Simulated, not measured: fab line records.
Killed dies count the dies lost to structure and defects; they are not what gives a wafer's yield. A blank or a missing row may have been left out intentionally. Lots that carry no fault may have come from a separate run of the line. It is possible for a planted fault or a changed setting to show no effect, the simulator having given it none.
A lot that was struck, set against a sound lot -- flow n5_finfet -- 17 out of 1938 route steps
Sound: these wafers, L120.3, L120.4, L120.6. Struck: wafer L128.4; the same lot's L128.2 was not struck, so it is left out; see the end for the cause.
Order at every step that has rows: each side's tool, ch and its chambers, its first start. Under that, the readings that differ: sound wafers -- struck wafers -- difference of the means -- sigmas: that difference in standard deviations of wafers without a fault.
alike: words and numbers the same on both sides, and readings whose means are apart by under 2 such deviations; not compared: readings that were withheld, readings missing a value for some wafer, numbers with overlapping values and no deviation given by the record, and bounds like >300 which may hide the same value.
A row with sigmas, a row that says differs or no value, or rows on one side alone: a step with any of these is where the two part. Non-overlapping numbers with no deviation appear without sigmas and do not part them. Lack of a reading on every wafer of one side parts them only where that side has two or more wafers.

N5_BEOL_M3_ANNEAL_82: time 240 s.
  sound on pvd_sputter-02, day 8 15:49; struck on pvd_sputter-03, day 10 04:08
  alike: heater_power_w
then, 1 step without rows for these wafers: N5_BEOL_M3_SPUTTER_86 (material Cu, target thk 4.5 nm, time 8.29 s).
N5_BEOL_M3_ANNEAL_87: time 240 s.
  sound on pvd_sputter-02, day 8 16:02; struck on pvd_sputter-03, day 10 04:22
  alike: heater_power_w
then, 3 steps without rows for these wafers: N5_BEOL_M3_SPUTTER_88 (material Cu, target thk 4.5 nm, time 8.29 s); N5_BEOL_M3_ANNEAL_89 (time 240 s); N5_BEOL_M3_SPUTTER_90 (material Cu, target thk 4.5 nm, time 8.29 s).
N5_BEOL_M3_ANNEAL_91: time 240 s.
  sound on pvd_sputter-02, day 8 16:28; struck on pvd_sputter-03, day 10 04:48
  alike: heater_power_w
N5_BEOL_M3_SPUTTER_92: material Cu, target thk 4.5 nm, time 8.29 s.
  sound on pvd_sputter-02, day 8 16:37; struck on pvd_sputter-03, day 10 04:56
  alike: substrate_temp_c, throttle_valve_pct
then, 3 steps without rows for these wafers: N5_BEOL_M3_ANNEAL_93 (time 240 s); N5_BEOL_M3_SPUTTER_94 (material Cu, target thk 4.5 nm, time 8.29 s); N5_BEOL_M3_ANNEAL_95 (time 240 s).
N5_BEOL_M3_SPUTTER_96: material Cu, target thk 4.5 nm, time 8.29 s.
  sound on pvd_sputter-02, day 8 17:03; struck on pvd_sputter-03, day 10 05:23
  alike: substrate_temp_c, throttle_valve_pct
N5_BEOL_M3_ECD_50: material Cu, target thk 300 nm.
  sound on ecd_cu-02 ch 0,1, day 8 17:12; struck on ecd_cu-02 ch 1, day 10 05:30
reading,sound,struck,difference,sigmas
model.Cu_of_BEOL_M3_ECD_50.thk_nm (nm),299 300 295.8,498.6,+200.3,
then, 1 step without rows for these wafers: N5_BEOL_M3_ANNEAL_51 (time 90 s).
N5_BEOL_M3_CMP_52: polishes, stops on SiOC, t overpolish 6.8 s, target thk 40 nm.
  sound on cmp-03 ch 0,1, day 8 17:40; struck on cmp-03 ch 1, day 10 05:52
reading,sound,struck,difference,sigmas
time_to_endpoint_s (s),58 62 63,107,+46,+14
  alike: motor_current_A
N5_BEOL_M3_THK_MEAS_53: measures by xrf.
  sound on film_metro-02, day 8 17:58; struck on film_metro-01, day 10 06:10
  alike: M3_THK
N5_BEOL_M4_RC_MEAS_101:
  sound on prober-02 ch 0, day 9 08:33; struck on prober-01 ch 0, day 10 20:57
reading,sound,struck,difference,sigmas
SS_P (mV/dec),72.2 72.2 72.4,73.9,+1.6,+2
  alike: DIBL_N, DIBL_P, IOFF_N, IOFF_P, ION_N, ION_P, SS_N, VT_N, VT_P

== WHERE THEY PART ==
Earliest at N5_BEOL_M3_CMP_52; latest, in this record, at N5_BEOL_M4_RC_MEAS_101.

WHY: what had been put in by the simulator
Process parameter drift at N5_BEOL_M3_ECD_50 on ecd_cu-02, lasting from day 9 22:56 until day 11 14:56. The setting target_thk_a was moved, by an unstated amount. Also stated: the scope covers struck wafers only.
